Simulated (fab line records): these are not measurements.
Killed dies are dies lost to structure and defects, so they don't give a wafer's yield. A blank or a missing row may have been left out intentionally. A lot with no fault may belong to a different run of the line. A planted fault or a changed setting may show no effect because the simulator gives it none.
Which of the tools did it? / flow n5-finfet / 24 wafers from 8 lots sampled at 8 of the route's 1938 steps

WHAT THE GAUGES SHOWED, per wafer
N5_BEOL_M4_INSPECT_30: inspects for defects (brightfield). Usual: 433 for raw-defect-count, sd 92.
lot=L283; measured=day 7 14:28; on=defect-inspect-02; raw-defect-count=493 460 565; flag=
lot=L287; measured=day 8 17:24; on=defect-inspect-01; raw-defect-count=468 453 466; flag=
lot=L293; measured=day 9 16:41; on=defect-inspect-02; raw-defect-count=434 325 361; flag=
lot=L294; measured=day 10 11:38; on=defect-inspect-02; raw-defect-count=477 469 535; flag=
lot=L301; measured=day 12 05:19; on=defect-inspect-02; raw-defect-count=531 364 420; flag=
lot=L304; measured=day 12 16:26; on=defect-inspect-02; raw-defect-count=514 473 405; flag=
lot=L302; measured=day 12 19:51; on=defect-inspect-02; raw-defect-count=498 428 459; flag=
lot=L303; measured=day 12 23:29; on=defect-inspect-01; raw-defect-count=223 361 427; flag=

N5_BEOL_M4_OCD_MEAS_38. Usual: 55.5 nm for trench-depth-nm, sd 0.77.
lot=L283; measured=day 7 18:58; on=ocd-01; trench-depth-nm (nm)=55.2 54.7 54.5; flag=
lot=L287; measured=day 8 21:35; on=ocd-01; trench-depth-nm (nm)=55.4 55.4 55.6; flag=
lot=L293; measured=day 9 22:56; on=ocd-02; trench-depth-nm (nm)=56.4 54.9 54.8; flag=
lot=L294; measured=day 10 21:52; on=ocd-01; trench-depth-nm (nm)=60.2 56.2 54.7; flag=
lot=L301; measured=day 12 09:55; on=ocd-01; trench-depth-nm (nm)=54.9 54.9 56.4; flag=
lot=L304; measured=day 12 18:09; on=ocd-02; trench-depth-nm (nm)=55.0 55.3 56.5; flag=
lot=L302; measured=day 12 21:11; on=ocd-01; trench-depth-nm (nm)=56.4 55.0 55.2; flag=
lot=L303; measured=day 13 01:32; on=ocd-02; trench-depth-nm (nm)=56.0 55.6 54.9; flag=

N5_BEOL_M4_CD_MEAS_35: target cd 18 nm, target cd y 22.4 nm. Usual: 18.0 nm for cd-nm, sd 0.33.
lot=L283; measured=day 7 19:08; on=cd-sem-01; cd-nm (nm)=17.9 17.6 17.7; flag=
lot=L287; measured=day 8 21:44; on=cd-sem-02; cd-nm (nm)=17.8 17.7 18.0; flag=
lot=L293; measured=day 9 23:05; on=cd-sem-01; cd-nm (nm)=17.4 17.8 18.0; flag=
lot=L294; measured=day 10 22:09; on=cd-sem-03; cd-nm (nm)=18.2 18.4 18.2; flag=
lot=L301; measured=day 12 10:04; on=cd-sem-02; cd-nm (nm)=18.2 18.3 18.0; flag=
lot=L304; measured=day 12 18:24; on=cd-sem-03; cd-nm (nm)=17.7 17.8 17.7; flag=
lot=L302; measured=day 12 21:20; on=cd-sem-02; cd-nm (nm)=18.4 18.5 18.2; flag=
lot=L303; measured=day 13 01:47; on=cd-sem-01; cd-nm (nm)=17.8 18.2 17.8; flag=

N5_BEOL_M4_THK_MEAS_53: measures by xrf. Usual: for M4_THK the level is 39.9 nm and the standard deviation is 1.2.
lot=L283; measured=day 7 22:44; on=film-metro-02; M4_THK (nm)=40.6 38.5 39.1; flag=
lot=L287; measured=day 9 03:00; on=film-metro-02; M4_THK (nm)=41.4 40.6 40.6; flag=
lot=L293; measured=day 10 02:23; on=film-metro-01; M4_THK (nm)=40.1 38.2 39.3; flag=
lot=L294; measured=day 11 01:40; on=film-metro-01; M4_THK (nm)=44.4 40.1 40.8; flag=
lot=L301; measured=day 12 13:37; on=film-metro-02; M4_THK (nm)=39.5 40.0 42.9; flag=
lot=L304; measured=day 12 22:04; on=film-metro-02; M4_THK (nm)=37.8 37.9 39.4; flag=
lot=L302; measured=day 13 00:40; on=film-metro-02; M4_THK (nm)=40.3 38.7 38.2; flag=
lot=L303; measured=day 13 06:10; on=film-metro-02; M4_THK (nm)=39.8 39.1 37.8; flag=

N5_BEOL_M4_RS_MEAS_58: the measuring method here is four-point-probe. Usual: for M4_RS the level is 0.672 ohm/sq and the standard deviation is 0.027.
lot=L283; measured=day 7 23:00; on=film-metro-02; M4_RS (ohm/sq)=0.654 0.702 0.688; flag=
lot=L287; measured=day 9 03:17; on=film-metro-02; M4_RS (ohm/sq)=0.636 0.652 0.654; flag=
lot=L293; measured=day 10 02:41; on=film-metro-02; M4_RS (ohm/sq)=0.665 0.710 0.686; flag=
lot=L294; measured=day 11 01:56; on=film-metro-02; M4_RS (ohm/sq)=0.588 0.669 0.655; flag=
lot=L301; measured=day 12 13:54; on=film-metro-01; M4_RS (ohm/sq)=0.677 0.667 0.613; flag=
lot=L304; measured=day 12 22:20; on=film-metro-01; M4_RS (ohm/sq)=0.719 0.711 0.683; flag=
lot=L302; measured=day 13 00:55; on=film-metro-02; M4_RS (ohm/sq)=0.662 0.698 0.710; flag=
lot=L303; measured=day 13 06:27; on=film-metro-02; M4_RS (ohm/sq)=0.673 0.685 0.711; flag=

N5_BEOL_M4_RC_MEAS_101. Usual: DIBL_N 36.5 mV/V, standard deviation 1.4; DIBL_P 36.6 mV/V, standard deviation 1.6; IOFF_N 0.160 nA/um, standard deviation 0.024; IOFF_P 0.217 nA/um, standard deviation 0.029; ION_N 674 uA/um, standard deviation 8.7; ION_P 464 uA/um, standard deviation 6.5; SS_N 71.6 mV/dec, standard deviation 0.47; SS_P 73.4 mV/dec, standard deviation 0.57; VT_N 250.0 mV, standard deviation 2.5; VT_P -250 mV, standard deviation 3.1.
lot=L283; measured=day 7 23:13; on=prober-02; DIBL_N (mV/V)=38.0 39.3 36.9; DIBL_P (mV/V)=37.7 38.8 36.6; IOFF_N (nA/um)=0.172 0.190 0.149; IOFF_P (nA/um)=0.236 0.250 0.218; ION_N (uA/um)=676 676 673; ION_P (uA/um)=466 466 468; SS_N (mV/dec)=71.7 72.2 71.5; SS_P (mV/dec)=72.8 73.7 73.6; VT_N (mV)=250.4 247.5 252.5; VT_P (mV)=-248 -247 -250; flag=
lot=L287; measured=day 9 03:20; on=prober-01; DIBL_N (mV/V)=37.1 36.6 36.3; DIBL_P (mV/V)=37.2 36.7 36.3; IOFF_N (nA/um)=0.180 0.178 0.169; IOFF_P (nA/um)=0.253 0.256 0.241; ION_N (uA/um)=687 675 684; ION_P (uA/um)=474 468 475; SS_N (mV/dec)=71.6 71.7 71.6; SS_P (mV/dec)=73.5 72.6 73.6; VT_N (mV)=247.7 247.2 244.9; VT_P (mV)=-247 -246 -245; flag=
lot=L293; measured=day 10 02:55; on=prober-02; DIBL_N (mV/V)=38.4 37.3 37.9; DIBL_P (mV/V)=37.1 36.7 36.9; IOFF_N (nA/um)=0.194 0.182 0.184; IOFF_P (nA/um)=0.234 0.243 0.232; ION_N (uA/um)=675 687 680; ION_P (uA/um)=462 467 469; SS_N (mV/dec)=71.9 71.9 71.9; SS_P (mV/dec)=73.4 74.1 73.7; VT_N (mV)=245.2 248.5 245.5; VT_P (mV)=-250 -250 -251; flag=
lot=L294; measured=day 11 02:08; on=prober-02; DIBL_N (mV/V)=39.2 40.3 38.9; DIBL_P (mV/V)=39.4 40.9 39.0; IOFF_N (nA/um)=0.188 0.209 0.170; IOFF_P (nA/um)=0.213 0.247 0.197; ION_N (uA/um)=679 668 674; ION_P (uA/um)=461 456 455; SS_N (mV/dec)=72.3 72.9 72.2; SS_P (mV/dec)=74.0 75.4 74.6; VT_N (mV)=248.0 247.4 250.9; VT_P (mV)=-251 -249 -254; flag=
lot=L301; measured=day 12 14:25; on=prober-01; DIBL_N (mV/V)=36.7 36.8 35.0; DIBL_P (mV/V)=38.8 39.0 36.9; IOFF_N (nA/um)=0.167 0.173 0.146; IOFF_P (nA/um)=0.226 0.231 0.194; ION_N (uA/um)=666 669 672; ION_P (uA/um)=463 459 460; SS_N (mV/dec)=72.0 71.6 71.7; SS_P (mV/dec)=74.2 73.8 73.3; VT_N (mV)=249.4 250.7 250.6; VT_P (mV)=-253 -250 -252; flag=
lot=L304; measured=day 12 22:23; on=prober-01; DIBL_N (mV/V)=35.9 34.7 35.5; DIBL_P (mV/V)=35.8 34.1 34.8; IOFF_N (nA/um)=0.153 0.133 0.139; IOFF_P (nA/um)=0.224 0.208 0.221; ION_N (uA/um)=681 670 662; ION_P (uA/um)=465 466 465; SS_N (mV/dec)=71.5 70.7 71.4; SS_P (mV/dec)=73.0 73.3 73.3; VT_N (mV)=249.2 252.9 250.5; VT_P (mV)=-249 -246 -246; flag=
lot=L302; measured=day 13 00:58; on=prober-02; DIBL_N (mV/V)=36.2 35.5 36.5; DIBL_P (mV/V)=36.9 36.7 37.8; IOFF_N (nA/um)=0.150 0.149 0.161; IOFF_P (nA/um)=0.209 0.202 0.225; ION_N (uA/um)=667 673 674; ION_P (uA/um)=461 465 464; SS_N (mV/dec)=72.2 71.7 72.0; SS_P (mV/dec)=73.3 73.1 73.4; VT_N (mV)=252.9 250.4 252.8; VT_P (mV)=-251 -252 -250; flag=
lot=L303; measured=day 13 06:30; on=prober-01; DIBL_N (mV/V)=36.0 35.5 34.7; DIBL_P (mV/V)=36.0 34.9 33.0; IOFF_N (nA/um)=0.152 0.131 0.125; IOFF_P (nA/um)=0.212 0.190 0.175; ION_N (uA/um)=674 667 667; ION_P (uA/um)=466 456 465; SS_N (mV/dec)=71.5 71.3 71.0; SS_P (mV/dec)=72.5 72.5 72.0; VT_N (mV)=253.1 253.4 252.4; VT_P (mV)=-250 -251 -250; flag=

TOOL THAT RAN EACH LOT (tool first, then ch and the chambers of the sampled wafers, then the start)
lot=L283; N5_BEOL_M4_ETCHBACK_99=rie-diel-01 ch 0,1,2, day 7 18:35; N5_BEOL_M4_TRENCH_ETCH_37=rie-diel-01 ch 0,1,2, day 7 18:49
lot=L287; N5_BEOL_M4_ETCHBACK_99=rie-diel-06 ch 1,3, day 8 21:11; N5_BEOL_M4_TRENCH_ETCH_37=rie-diel-06 ch 1,3, day 8 21:26
lot=L293; N5_BEOL_M4_ETCHBACK_99=rie-diel-06 ch 0,1, day 9 22:32; N5_BEOL_M4_TRENCH_ETCH_37=rie-diel-06 ch 0,1, day 9 22:47
lot=L294; N5_BEOL_M4_ETCHBACK_99=rie-diel-06 ch 0,2,3, day 10 21:28; N5_BEOL_M4_TRENCH_ETCH_37=rie-diel-06 ch 0,2,3, day 10 21:43
lot=L301; N5_BEOL_M4_ETCHBACK_99=rie-diel-02 ch 0,1,2, day 12 09:30; N5_BEOL_M4_TRENCH_ETCH_37=rie-diel-02 ch 0,1,2, day 12 09:45
lot=L304; N5_BEOL_M4_ETCHBACK_99=rie-diel-01 ch 1,2,3, day 12 17:46; N5_BEOL_M4_TRENCH_ETCH_37=rie-diel-01 ch 1,2,3, day 12 18:00
lot=L302; N5_BEOL_M4_ETCHBACK_99=rie-diel-02 ch 0,2,3, day 12 20:47; N5_BEOL_M4_TRENCH_ETCH_37=rie-diel-02 ch 0,2,3, day 12 21:01
lot=L303; N5_BEOL_M4_ETCHBACK_99=rie-diel-01 ch 1,2,3, day 13 01:08; N5_BEOL_M4_TRENCH_ETCH_37=rie-diel-01 ch 1,2,3, day 13 01:23
- N5_BEOL_M4_ETCHBACK_99: etches SiO2 in CHF3, target depth 5 nm, time 10.4 s.
- N5_BEOL_M4_TRENCH_ETCH_37: etches SiOC in C4F6/O2, target depth 55.555 nm, time 29.2 s.

AS READ BY THE TOOLS THEMSELVES (means over the sampled wafers that have a number; for cases with no such wafer, the mark the record gives instead)
N5_BEOL_M4_ETCHBACK_99. Usual: bias-w 46.99 W, standard deviation 0.15; chamber-pressure-mTorr 29.998 mTorr, standard deviation 0.028; drypump-motor-current-A 5.8 A, standard deviation 0.44; oes_f_703_au 0.79 a.u., standard deviation 0.08; oes-product-au 0.79 a.u., standard deviation 0.084; rf-vpp-V 240.2 V, standard deviation 2.1; showerhead-plenum-p-Torr 2.18 Torr, standard deviation 0.082; throttle-valve-pct 17.04 %, standard deviation 0.22.
lot=L283; tool=rie-diel-01; bias-w (W)=46.95; chamber-pressure-mTorr (mTorr)=29.971; drypump-motor-current-A (A)=5.4; oes_f_703_au (a.u.)=0.77; oes-product-au (a.u.)=0.77; rf-vpp-V (V)=240.3; showerhead-plenum-p-Torr (Torr)=2.19; throttle-valve-pct (%)=17.19; flag=
lot=L287; tool=rie-diel-06; bias-w (W)=47.28; chamber-pressure-mTorr (mTorr)=29.992; drypump-motor-current-A (A)=5.9; oes_f_703_au (a.u.)=0.81; oes-product-au (a.u.)=0.81; rf-vpp-V (V)=239.0; showerhead-plenum-p-Torr (Torr)=2.14; throttle-valve-pct (%)=17.15; flag=
lot=L293; tool=rie-diel-06; bias-w (W)=46.89; chamber-pressure-mTorr (mTorr)=29.995; drypump-motor-current-A (A)=5.2; oes_f_703_au (a.u.)=0.89; oes-product-au (a.u.)=0.89; rf-vpp-V (V)=238.2; showerhead-plenum-p-Torr (Torr)=2.11; throttle-valve-pct (%)=16.87; flag=
lot=L294; tool=rie-diel-06; bias-w (W)=47.05; chamber-pressure-mTorr (mTorr)=29.989; drypump-motor-current-A (A)=5.8; oes_f_703_au (a.u.)=0.79; oes-product-au (a.u.)=0.79; rf-vpp-V (V)=240.1; showerhead-plenum-p-Torr (Torr)=2.16; throttle-valve-pct (%)=17.22; flag=
lot=L301; tool=rie-diel-02; bias-w (W)=46.98; chamber-pressure-mTorr (mTorr)=29.980; drypump-motor-current-A (A)=6.0; oes_f_703_au (a.u.)=0.78; oes-product-au (a.u.)=0.78; rf-vpp-V (V)=239.9; showerhead-plenum-p-Torr (Torr)=2.25; throttle-valve-pct (%)=16.98; flag=
lot=L304; tool=rie-diel-01; bias-w (W)=46.88; chamber-pressure-mTorr (mTorr)=29.978; drypump-motor-current-A (A)=5.6; oes_f_703_au (a.u.)=0.84; oes-product-au (a.u.)=0.84; rf-vpp-V (V)=241.3; showerhead-plenum-p-Torr (Torr)=2.23; throttle-valve-pct (%)=17.02; flag=
lot=L302; tool=rie-diel-02; bias-w (W)=46.97; chamber-pressure-mTorr (mTorr)=29.999; drypump-motor-current-A (A)=5.8; oes_f_703_au (a.u.)=0.80; oes-product-au (a.u.)=0.79; rf-vpp-V (V)=242.5; showerhead-plenum-p-Torr (Torr)=2.20; throttle-valve-pct (%)=16.92; flag=
lot=L303; tool=rie-diel-01; bias-w (W)=47.15; chamber-pressure-mTorr (mTorr)=30.001; drypump-motor-current-A (A)=5.6; oes_f_703_au (a.u.)=0.83; oes-product-au (a.u.)=0.83; rf-vpp-V (V)=241.3; showerhead-plenum-p-Torr (Torr)=2.23; throttle-valve-pct (%)=17.01; flag=

N5_BEOL_M4_TRENCH_ETCH_37. Usual: bias-w 185.0 W, standard deviation 0.56; chamber-pressure-mTorr 29.997 mTorr, standard deviation 0.026; drypump-motor-current-A 5.8 A, standard deviation 0.44; oes_f_703_au 0.79 a.u., standard deviation 0.079; oes-product-au 0.79 a.u., standard deviation 0.083; rf-fwd-power-W 350.5 W, standard deviation 1.7; rf-vpp-V 664 V, standard deviation 5.4; showerhead-plenum-p-Torr 2.88 Torr, standard deviation 0.1; throttle-valve-pct 20.82 %, standard deviation 0.21.
lot=L283; tool=rie-diel-01; bias-w (W)=184.9; chamber-pressure-mTorr (mTorr)=29.980; drypump-motor-current-A (A)=5.4; oes_f_703_au (a.u.)=0.77; oes-product-au (a.u.)=0.76; rf-fwd-power-W (W)=350.7; rf-vpp-V (V)=663; showerhead-plenum-p-Torr (Torr)=2.89; throttle-valve-pct (%)=20.97; flag=
lot=L287; tool=rie-diel-06; bias-w (W)=185.1; chamber-pressure-mTorr (mTorr)=30.002; drypump-motor-current-A (A)=5.9; oes_f_703_au (a.u.)=0.81; oes-product-au (a.u.)=0.81; rf-fwd-power-W (W)=347.1; rf-vpp-V (V)=662; showerhead-plenum-p-Torr (Torr)=2.83; throttle-valve-pct (%)=20.97; flag=
lot=L293; tool=rie-diel-06; bias-w (W)=184.8; chamber-pressure-mTorr (mTorr)=29.986; drypump-motor-current-A (A)=5.2; oes_f_703_au (a.u.)=0.88; oes-product-au (a.u.)=0.88; rf-fwd-power-W (W)=348.3; rf-vpp-V (V)=661; showerhead-plenum-p-Torr (Torr)=2.79; throttle-valve-pct (%)=20.68; flag=
lot=L294; tool=rie-diel-06; bias-w (W)=184.8; chamber-pressure-mTorr (mTorr)=30.003; drypump-motor-current-A (A)=5.8; oes_f_703_au (a.u.)=0.85; oes-product-au (a.u.)=0.80; rf-fwd-power-W (W)=378.7; rf-vpp-V (V)=640; showerhead-plenum-p-Torr (Torr)=2.85; throttle-valve-pct (%)=21.02; flag=OFF
lot=L301; tool=rie-diel-02; bias-w (W)=185.0; chamber-pressure-mTorr (mTorr)=30.002; drypump-motor-current-A (A)=6.0; oes_f_703_au (a.u.)=0.79; oes-product-au (a.u.)=0.78; rf-fwd-power-W (W)=352.4; rf-vpp-V (V)=664; showerhead-plenum-p-Torr (Torr)=2.96; throttle-valve-pct (%)=20.75; flag=
lot=L304; tool=rie-diel-01; bias-w (W)=184.6; chamber-pressure-mTorr (mTorr)=30.005; drypump-motor-current-A (A)=5.6; oes_f_703_au (a.u.)=0.83; oes-product-au (a.u.)=0.83; rf-fwd-power-W (W)=350.0; rf-vpp-V (V)=666; showerhead-plenum-p-Torr (Torr)=2.94; throttle-valve-pct (%)=20.80; flag=
lot=L302; tool=rie-diel-02; bias-w (W)=185.1; chamber-pressure-mTorr (mTorr)=30.003; drypump-motor-current-A (A)=5.8; oes_f_703_au (a.u.)=0.79; oes-product-au (a.u.)=0.79; rf-fwd-power-W (W)=350.5; rf-vpp-V (V)=666; showerhead-plenum-p-Torr (Torr)=2.91; throttle-valve-pct (%)=20.70; flag=
lot=L303; tool=rie-diel-01; bias-w (W)=185.2; chamber-pressure-mTorr (mTorr)=29.993; drypump-motor-current-A (A)=5.6; oes_f_703_au (a.u.)=0.83; oes-product-au (a.u.)=0.82; rf-fwd-power-W (W)=350.6; rf-vpp-V (V)=667; showerhead-plenum-p-Torr (Torr)=2.94; throttle-valve-pct (%)=20.80; flag=

THE ANSWER, worked out from the rows above alone
Rule: lot off if the mean of its wafers having a number is beyond 3 standard deviations from the usual mean. Also off: a lot with no number at a reading for which 4 or more lots have one. All remaining lots with rows at the step are treated as sound. Order of review: gauges by route order, followed by the tools' own readings, for which a lot's mean as printed above is used. At the first step where some lot is off, the reading lying furthest off is the one used; lots without a number count as furthest.
Off: L294, at N5_BEOL_M4_TRENCH_ETCH_37 (rf-fwd-power-W).
If a tool, at that step or one of the process steps before it, ran each lot that is off and ran no sound lot following the first of them, it fits. One fits: N5_BEOL_M4_ETCHBACK_99 and N5_BEOL_M4_TRENCH_ETCH_37 on rie-diel-06. At N5_BEOL_M4_ETCHBACK_99 its last sound lot is L293 (day 9 22:32), its first lot that is off L294 (day 10 21:28): a fault that began between those two fits.

WHAT THE SIMULATOR HAD PUT IN
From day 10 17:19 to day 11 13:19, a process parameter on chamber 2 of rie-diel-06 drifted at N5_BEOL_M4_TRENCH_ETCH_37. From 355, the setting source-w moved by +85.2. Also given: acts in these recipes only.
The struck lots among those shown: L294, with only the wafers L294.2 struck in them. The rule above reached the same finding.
